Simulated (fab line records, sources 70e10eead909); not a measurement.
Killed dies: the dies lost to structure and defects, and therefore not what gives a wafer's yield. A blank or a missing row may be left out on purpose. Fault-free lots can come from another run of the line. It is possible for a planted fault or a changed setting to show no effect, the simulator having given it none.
The tool behind it: which one? -- flow nandHarc -- 12 lots, 34 wafers sampled, at 6 steps of a route of 1302

## WHAT THE GAUGES READ, wafer by wafer
NHARC_P_GATE_INSPECT_68. Usual: rawDefectCount 220, standard deviation 82.
lot,measured,on,rawDefectCount,flag
L628,day 8 07:01,defectInspect-02,141 88 78,
L627,day 6 00:11,defectInspect-02,295 519 276,
L631,day 7 08:49,defectInspect-01,154 153 182,
L632,day 7 19:47,defectInspect-01,257 178 347,
L633,day 8 10:05,defectInspect-01,193 276 170,
L634,day 8 17:28,defectInspect-02,177 183 132,
L636,day 9 21:00,defectInspect-01,167 146 171,
L640,day 11 17:48,defectInspect-01,111 174 131,
L642,day 12 07:43,defectInspect-02,204,
L645,day 13 01:46,defectInspect-02,313 143 310,
L647,day 14 04:11,defectInspect-01,282 318 252,
L650,day 15 07:11,defectInspect-02,143 210 183,

NHARC_END_SORT_01. Usual: killedAtArray 55, standard deviation 22; killedAtOther 1.1, standard deviation 1.4; killedAtPeriphery 4, standard deviation 3.2; killedDies 59, standard deviation 22; killedOpen 3.3, standard deviation 1.8; killedShort 2.5, standard deviation 1.5.
lot,measured,on,killedAtArray,killedAtOther,killedAtPeriphery,killedDies,killedOpen,killedShort,flag
L631,day 26 00:52,prober-02,22 20 22,1 1 2,2 3 1,25 24 25,2 5 4,1 3 2,
L640,day 30 09:01,prober-01,52 61 51,2 0 1,5 6 12,59 67 64,5 1 5,2 3 0,
L642,day 30 16:48,prober-02,81,0,8,89,4,4,
L645,day 31 01:24,prober-02,27 24 47,0 0 1,4 6 10,31 30 58,4 1 5,7 2 2,

## EACH LOT AND THE TOOL THAT RAN IT (in order: tool; ch and the chambers of the sampled wafers; start)
lot,NHARC_P_GATE_STRIP_108,NHARC_P_GATE_SPUTTER_78,NHARC_P_GATE_RTA_80,NHARC_P_CONTACT_ETCH_35
L628,"rieDiel-11 ch 0,1,2, day 5 05:43","pvdSputter-01, day 8 06:11","rtpAnneal-01 ch 0, day 8 06:22","rieDiel-08 ch 0,1,2, day 8 08:55"
L627,"rieDiel-04 ch 1,2, day 5 06:20","pvdSputter-02, day 5 23:22","rtpAnneal-01 ch 0, day 5 23:34","rieDiel-03 ch 0,2,3, day 6 01:57"
L631,"rieDiel-02 ch 0,2,3, day 6 13:00","pvdSputter-02, day 7 07:58","rtpAnneal-01 ch 0, day 7 08:11","rieDiel-10 ch 1,2, day 7 10:43"
L632,"rieDiel-11 ch 1,3, day 7 02:04","pvdSputter-02, day 7 18:55","rtpAnneal-01 ch 0, day 7 19:11","rieDiel-08 ch 1,2,3, day 7 21:40"
L633,"rieDiel-04 ch 0,2,3, day 7 13:48","pvdSputter-01, day 8 09:12","rtpAnneal-01 ch 0, day 8 09:25","rieDiel-08 ch 1,2, day 8 11:51"
L634,"rieDiel-11 ch 1,2, day 7 23:57","pvdSputter-02, day 8 16:37","rtpAnneal-01 ch 0, day 8 16:50","rieDiel-03 ch 1,2,3, day 8 19:37"
L636,"rieDiel-11 ch 0,1,2, day 9 03:08","pvdSputter-01, day 9 20:07","rtpAnneal-02 ch 0, day 9 20:19","rieDiel-08 ch 0,2,3, day 9 22:54"
L640,"rieDiel-11 ch 0,1, day 10 23:49","pvdSputter-01, day 11 16:55","rtpAnneal-01 ch 0, day 11 17:06","rieDiel-10 ch 1,2,3, day 11 19:41"
L642,"rieDiel-02 ch 3, day 11 13:47","pvdSputter-03, day 12 06:50","rtpAnneal-01 ch 0, day 12 07:01","rieDiel-03 ch 1, day 12 09:36"
L645,"rieDiel-04 ch 1,2,3, day 12 08:02","pvdSputter-03, day 13 00:55","rtpAnneal-01 ch 0, day 13 01:08","rieDiel-03 ch 1,2,3, day 13 03:38"
L647,"rieDiel-02 ch 0,1,3, day 13 10:20","pvdSputter-02, day 14 03:20","rtpAnneal-02 ch 0, day 14 03:31","rieDiel-08 ch 0,1,3, day 14 05:56"
L650,"rieDiel-04 ch 1,3, day 14 13:35","pvdSputter-02, day 15 06:20","rtpAnneal-02 ch 0, day 15 06:32","rieDiel-08 ch 1,2,3, day 15 08:56"
- NHARC_P_GATE_STRIP_108: strips in O2.
- NHARC_P_GATE_SPUTTER_78: material Ni, target thk 10 nm.
- NHARC_P_GATE_RTA_80: time 30 s.
- NHARC_P_CONTACT_ETCH_35: etches the open film in CF4, target depth 39 nm, time 65 s.

## WHAT THE TOOLS THEMSELVES READ (means of the sampled wafers that have a number; where no wafer has one, the mark that the record gives instead)
NHARC_P_GATE_STRIP_108. Usual: drypumpMotorCurrentA 5.9 A, standard deviation 0.48; oesProductAu 0.999 a.u., standard deviation 0.01; rfVppV 57.9 V, standard deviation 0.88; showerheadPlenumPTorr 3.59 Torr, standard deviation 0.1; throttleValvePct 17.036 %, standard deviation 0.011.
lot,tool,drypumpMotorCurrentA (A),oesProductAu (a.u.),rfVppV (V),showerheadPlenumPTorr (Torr),throttleValvePct (%),flag
L628,rieDiel-11,5.5,0.998,58.1,3.55,17.040,
L627,rieDiel-04,5.5,1.001,57.7,3.48,17.045,
L631,rieDiel-02,6.1,1.015,58.4,3.66,17.032,
L632,rieDiel-11,6.1,0.996,58.1,3.53,17.041,
L633,rieDiel-04,6.2,0.999,57.2,3.68,17.043,
L634,rieDiel-11,5.4,0.989,58.2,3.62,17.030,
L636,rieDiel-11,5.5,0.994,56.8,3.55,17.045,
L640,rieDiel-11,5.3,1.004,57.7,3.54,17.038,
L642,rieDiel-02,6.1,1.009,57.6,3.57,17.024,
L645,rieDiel-04,5.9,0.995,57.9,3.59,17.052,
L647,rieDiel-02,6.1,1.001,58.0,3.61,17.035,
L650,rieDiel-04,5.3,0.997,57.9,3.57,17.033,

NHARC_P_GATE_RTA_80. Usual: wafer_temp_C_max 301.2, standard deviation 0.32.
lot,tool,wafer_temp_C_max,flag
L628,rtpAnneal-01,301.4,
L627,rtpAnneal-01,301.4,
L631,rtpAnneal-01,301.6,
L632,rtpAnneal-01,301.1,
L633,rtpAnneal-01,301.1,
L634,rtpAnneal-01,301.2,
L636,rtpAnneal-02,301.0,
L640,rtpAnneal-01,301.5,
L642,rtpAnneal-01,301.4,
L645,rtpAnneal-01,301.5,
L647,rtpAnneal-02,300.9,
L650,rtpAnneal-02,300.9,

NHARC_P_CONTACT_ETCH_35. Usual: drypumpMotorCurrentA 5.8 A, standard deviation 0.5; oesProductAu 0.997 a.u., standard deviation 0.01; rfFwdPowerW 297.1 W, standard deviation 1.1; rfVppV 151.9 V, standard deviation 1; showerheadPlenumPTorr 1.82 Torr, standard deviation 0.055; throttleValvePct 13.284 %, standard deviation 0.0094.
lot,tool,drypumpMotorCurrentA (A),oesProductAu (a.u.),rfFwdPowerW (W),rfVppV (V),showerheadPlenumPTorr (Torr),throttleValvePct (%),flag
L628,rieDiel-08,6.2,0.997,296.8,152.4,1.83,13.293,
L627,rieDiel-03,5.4,1.003,297.6,151.2,1.81,13.275,
L631,rieDiel-10,5.8,0.977,297.4,152.5,1.86,13.279,
L632,rieDiel-08,5.8,1.009,297.4,152.1,1.81,13.271,
L633,rieDiel-08,6.4,1.009,297.2,152.1,1.82,13.282,
L634,rieDiel-03,5.7,1.001,296.9,150.8,1.80,13.282,
L636,rieDiel-08,5.7,0.990,296.4,151.4,1.82,13.289,
L640,rieDiel-10,5.9,0.987,297.3,152.5,1.84,13.279,
L642,rieDiel-03,5.8,1.009,297.6,151.2,1.87,13.266,
L645,rieDiel-03,5.7,0.996,297.2,151.6,1.80,13.279,
L647,rieDiel-08,5.8,0.992,297.1,151.5,1.79,13.287,
L650,rieDiel-08,5.8,1.006,297.3,151.4,1.81,13.287,

## THE ANSWER, worked out from the rows above alone
Rule: a lot is off if the mean of its wafers that have a number lies more than 3 standard deviations from the usual mean. A lot without any number at a reading at which 4 lots or more have one is off too. All remaining lots with rows at the step are treated as sound. First the gauges in route order, then the tools' own readings, where a lot's mean is used as printed above. The first step at which some lot is off is used, and at that step the reading that is off furthest; a lot without a number counts as furthest.
Nothing can be told from this: no lot is off at any reading shown.

## WHAT THE SIMULATOR PUT IN
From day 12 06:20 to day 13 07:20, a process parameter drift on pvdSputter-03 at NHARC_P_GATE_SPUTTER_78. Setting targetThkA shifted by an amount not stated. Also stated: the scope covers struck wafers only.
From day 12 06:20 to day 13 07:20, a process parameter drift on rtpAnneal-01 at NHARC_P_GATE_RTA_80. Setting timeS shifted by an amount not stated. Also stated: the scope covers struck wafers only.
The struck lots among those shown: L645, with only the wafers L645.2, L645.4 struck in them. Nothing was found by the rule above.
